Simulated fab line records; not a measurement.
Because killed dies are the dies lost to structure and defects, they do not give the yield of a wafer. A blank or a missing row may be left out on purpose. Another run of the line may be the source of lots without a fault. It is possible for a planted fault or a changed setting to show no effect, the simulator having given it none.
Chamber matching    flow n5Finfet    N5_STI_FIN_REVEAL_ALD_14 on aldSin-03: 4 sister chambers
The step deposits Si3N4, target thk 3 nm. 8 wafers are shown with their chamber, then 8 later ones without.

== WAFERS PAIRED WITH THEIR CHAMBERS ==
wafer   chamber  heaterPowerW (W)
L087.1  1        743
L088.2  2        869
L088.3  3        808
L088.5  0        926
L089.1  1        745
L089.2  3        821
L089.3  2        855
L089.4  0        948

== WAFERS WITH NO CHAMBER GIVEN ==
wafer   heaterPowerW (W)
L089.5  939
L089.6  740
L091.1  825
L091.2  929
L091.4  860
L095.1  865
L095.3  819
L095.5  862

== CHAMBER TAKEN BY EACH ==
wafer   from the rows above  in truth
L089.5  0                    0
L089.6  1                    1
L091.1  3                    3
L091.2  0                    0
L091.4  2                    2
L095.1  2                    2
L095.3  3                    3
L095.5  2                    2
Correct placement for 8 of the 8. Left unplaced by these rows: 0. Number placed wrongly: 0.
How it was worked out, from the rows above alone: a wafer's distance from a chamber is the root of the sum, over the readings, of the square of ((its reading less the chamber's mean) divided by the reading's scatter). If the next closest chamber is less than 2 further off than the closest, the wafer can't be placed; otherwise it belongs to the closest. A chamber's mean is the mean of its shown wafers. The scatter: take each reading less its chamber's mean, square it, sum over the shown wafers, divide by the number of wafers less the number of chambers, and take the root.
